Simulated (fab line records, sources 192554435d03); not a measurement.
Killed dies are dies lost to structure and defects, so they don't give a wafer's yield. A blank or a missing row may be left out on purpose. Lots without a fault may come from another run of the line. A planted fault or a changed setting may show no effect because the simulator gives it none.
Chamber matching | flow n5_finfet | N5_FIN_SAQP_DESCUM_21 on rie_diel-04: 4 sister chambers
The step chemistry O2, time 7.9 s. 24 wafers are shown with their chamber, then 12 later ones without.

WAFERS WITH THEIR CHAMBER
wafer  | chamber | drypump_motor_current_A (A) | showerhead_plenum_p_Torr (Torr) | throttle_valve_pct (%)
L074.1 | 3       | 6.2                         | 2.20                            | 20.57
L074.4 | 1       | 6.3                         | 2.15                            | 20.12
L074.6 | 0       | 6.2                         | 2.10                            | 20.70
L076.3 | 1       | 6.3                         | 2.14                            | 20.13
L076.4 | 3       | 6.2                         | 2.20                            | 20.58
L076.6 | 1       | 6.3                         | 2.14                            | 20.14
L077.4 | 3       | 6.2                         | 2.20                            | 20.57
L077.5 | 2       | 4.9                         | 1.99                            | 20.40
L077.6 | 3       | 6.2                         | 2.20                            | 20.57
L080.1 | 2       | 4.9                         | 1.98                            | 20.39
L080.2 | 1       | 6.3                         | 2.14                            | 20.14
L080.4 | 3       | 6.2                         | 2.19                            | 20.60
L084.1 | 1       | 6.3                         | 2.14                            | 20.17
L084.3 | 3       | 6.2                         | 2.19                            | 20.61
L084.4 | 2       | 4.9                         | 1.98                            | 20.43
L085.2 | 3       | 6.2                         | 2.19                            | 20.60
L085.4 | 2       | 4.9                         | 1.98                            | 20.40
L085.5 | 0       | 6.2                         | 2.10                            | 20.73
L091.1 | 2       | 4.9                         | 1.98                            | 20.43
L091.3 | 0       | 6.2                         | 2.09                            | 20.75
L091.4 | 0       | 6.2                         | 2.09                            | 20.74
L092.2 | 3       | 6.1                         | 2.18                            | 20.63
L092.3 | 2       | 4.9                         | 1.97                            | 20.45
L092.5 | 0       | 6.2                         | 2.09                            | 20.76

SIGNATURES (means of the wafers above)
reading                  | chamber 0 | chamber 1 | chamber 2 | chamber 3 | scatter within a chamber
drypump_motor_current_A  | 6.200     | 6.300     | 4.900     | 6.188     | 0.0209
showerhead_plenum_p_Torr | 2.0940    | 2.1420    | 1.9800    | 2.1938    | 0.00627
throttle_valve_pct       | 20.7360   | 20.1400   | 20.4167   | 20.5912   | 0.0221
Rule: a wafer's distance from a chamber is the root of the sum, over the readings, of the square of ((its reading less the chamber's mean) divided by the reading's scatter). The wafer belongs to the nearest chamber; if the next one is less than 2 further off, it can't be placed. The scatter: the root of (the sum of the squares of (reading less its chamber's mean) over the shown wafers, divided by (wafers less chambers)).

WAFERS WITHOUT THEIR CHAMBER
wafer  | drypump_motor_current_A (A) | showerhead_plenum_p_Torr (Torr) | throttle_valve_pct (%)
L093.1 | 6.2                         | 2.09                            | 20.75
L093.2 | 6.2                         | 2.18                            | 20.63
L093.6 | 6.2                         | 2.18                            | 20.62
L094.2 | 4.9                         | 1.97                            | 20.46
L094.5 | 6.2                         | 2.18                            | 20.65
L094.6 | 6.2                         | 2.09                            | 20.77
L095.1 | 6.3                         | 2.13                            | 19.88
L095.2 | 4.9                         | 1.97                            | 20.46
L095.3 | 6.2                         | 2.18                            | 20.66
L097.1 | 6.2                         | 2.18                            | 20.65
L097.3 | 4.9                         | 1.97                            | 20.46
L097.5 | 6.3                         | 2.13                            | 19.90

WHICH CHAMBER EACH WENT THROUGH
wafer  | from the rows above | in truth
L093.1 | 0                   | 0
L093.2 | 3                   | 3
L093.6 | 3                   | 3
L094.2 | 2                   | 2
L094.5 | 3                   | 3
L094.6 | 0                   | 0
L095.1 | 1                   | 1
L095.2 | 2                   | 2
L095.3 | 3                   | 3
L097.1 | 3                   | 3
L097.3 | 2                   | 2
L097.5 | 1                   | 1
Placed correctly: 12 of 12. Can't be placed from these rows: 0. Placed wrongly: 0.
